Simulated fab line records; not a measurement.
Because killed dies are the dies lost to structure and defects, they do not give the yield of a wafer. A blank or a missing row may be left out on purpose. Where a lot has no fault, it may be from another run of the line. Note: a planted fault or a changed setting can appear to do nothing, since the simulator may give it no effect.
Comparing a struck lot with a sound one | flow n5Finfet | 22 out of 1938 route steps
Sound: the wafers L698.3, L698.5, L698.6. The struck wafers were L713.4, L713.5, L713.6. Last of all comes the cause.
Each step with rows lists, per side, the tool, then ch with its chambers, then its first start. Under that, the readings that differ: sound wafers | struck wafers | difference of the means | sigmas: that difference in standard deviations of wafers without a fault.
alike: same words and numbers on both sides, and readings whose means sit less than 2 such deviations apart. not compared: any withheld reading, any reading some wafer has no value for, any bound like >300 that may hide the same value, and any number with overlapping values for which the record gives no deviation.
The two part at a step that has a row with sigmas, a row that says differs or no value, or rows on one side only. Non-overlapping numbers with no deviation appear without sigmas and do not part them. Lack of a reading on every wafer of one side parts them only where that side has two or more wafers.

first, 9 steps without rows for these wafers: N5_BEOL_M3_PRE_CLEAN_60 (time 15 s); N5_BEOL_M3_CO_CAP_55 (material Co, precursor CCTBA/H2, target thk 2 nm, time 102.1 s); N5_BEOL_M3_PRE_CLEAN_56 (time 15 s); N5_BEOL_M3_DEP_57 (deposits SiCN from 3MS/NH3, target thk 8 nm, time 14 s); N5_BEOL_M4_ILD_DEP_00 (deposits SiOC from DEMS/O2, target thk 79 nm, time 15.3 s); N5_BEOL_M4_PECVD_72 (deposits SiO2 from TEOS/O2, target thk 16 nm, time 18 s); N5_BEOL_M4_HM_DEP_02 (deposits TiN, target thk 20 nm); N5_BEOL_M4_COAT_61 (time 60 s, resist thk 60 nm); N5_BEOL_M4_COAT_62 (time 60 s, resist thk 12 nm).
N5_BEOL_M4_COAT_73: time 60 s, resist thk 5 nm.
  sound on lithoTrack-04 ch 0, day 8 03:22; struck on lithoTrack-04 ch 0, day 11 20:53
reading            | sound                | struck               | difference | sigmas
spinSpeedRpm (rpm) | 1501.3 1500.8 1499.5 | 1356.9 1358.9 1357.6 | -142.7     | -99 or more
then, 7 steps without rows for these wafers: N5_BEOL_M4_COAT_05 (resist thk 30 nm); N5_BEOL_M4_EBR_07; N5_BEOL_M4_SOFTBAKE_06 (time 60 s); N5_BEOL_M4_EXPOSE_08 (exposes mask M4); N5_BEOL_M4_PEB_09 (peb time 60 s); N5_BEOL_M4_DEVELOP_10 (develop time 30 s); N5_BEOL_M4_DESCUM_16 (chemistry O2, time 7 s).
N5_BEOL_M4_ETCH_74: etches underlayer in N2/H2, target depth 6.5 nm, time 5.2 s.
  sound on rieDiel-05 ch 0,3, day 8 03:47; struck on rieDiel-02 ch 0,1,2, day 11 21:19
reading                                     | sound             | struck            | difference | sigmas
model.CAR-EUV_of_BEOL_M4_COAT_05.thkNm (nm) | 20.4 20.4 20.2    | 19.8 19.8 19.8    | -0.5       | 
model.etch.depthNm (nm)                     | 4.958 4.988 4.995 | 5.258 5.246 5.252 | +0.272     | 
  alike: drypumpMotorCurrentA, etchRfOnTimeS, oesProductAu, rfVppV, showerheadPlenumPTorr, throttleValvePct
  not compared: rfHoursCounterH
N5_BEOL_M4_ETCH_63: etches SiARC in CF4, target depth 15.6 nm, time 26 s.
  sound on rieDiel-05 ch 0,3, day 8 03:49; struck on rieDiel-02 ch 0,1,2, day 11 21:20
reading                                     | sound        | struck         | difference | sigmas
model.CAR-EUV_of_BEOL_M4_COAT_05.thkNm (nm) | 11.2 11.2 11 | 10.8 10.6 10.6 | -0.5       | 
  alike: cf4FlowSccm, drypumpMotorCurrentA, etchRfOnTimeS, oesProductAu, rfVppV, showerheadPlenumPTorr, throttleValvePct
  not compared: rfHoursCounterH
then, 1 step without rows for these wafers: N5_BEOL_M4_ETCH_64 (etches SOC in N2/H2, target depth 75 nm, overetch 22.5 nm, time 121.9 s).
N5_BEOL_M4_RC_MEAS_101:
  sound on prober-02 ch 0, day 8 16:13; struck on prober-01 ch 0, day 12 08:28
  alike: DIBL_N, DIBL_P, IOFF_N, IOFF_P, ION_N, ION_P, SS_N, SS_P, VT_N, VT_P
-- record jumps: 5 days separate the struck wafers' starts on either side; left off in module BEOL_M4, taken up again in module PASSIVATION, whose first shown step is the route's number 1936 --
N5_PASSIVATION_PROBE_49:
  record: rows for the struck wafers here (prober-01, day 17 17:03), none for the sound ones

== WHERE THEY PART ==
Last at N5_PASSIVATION_PROBE_49 as far as this record goes, first at N5_BEOL_M4_COAT_73.

WHY: whatever the simulator had introduced
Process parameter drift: lithoTrack-04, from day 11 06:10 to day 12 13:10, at N5_BEOL_M4_COAT_73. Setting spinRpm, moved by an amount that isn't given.
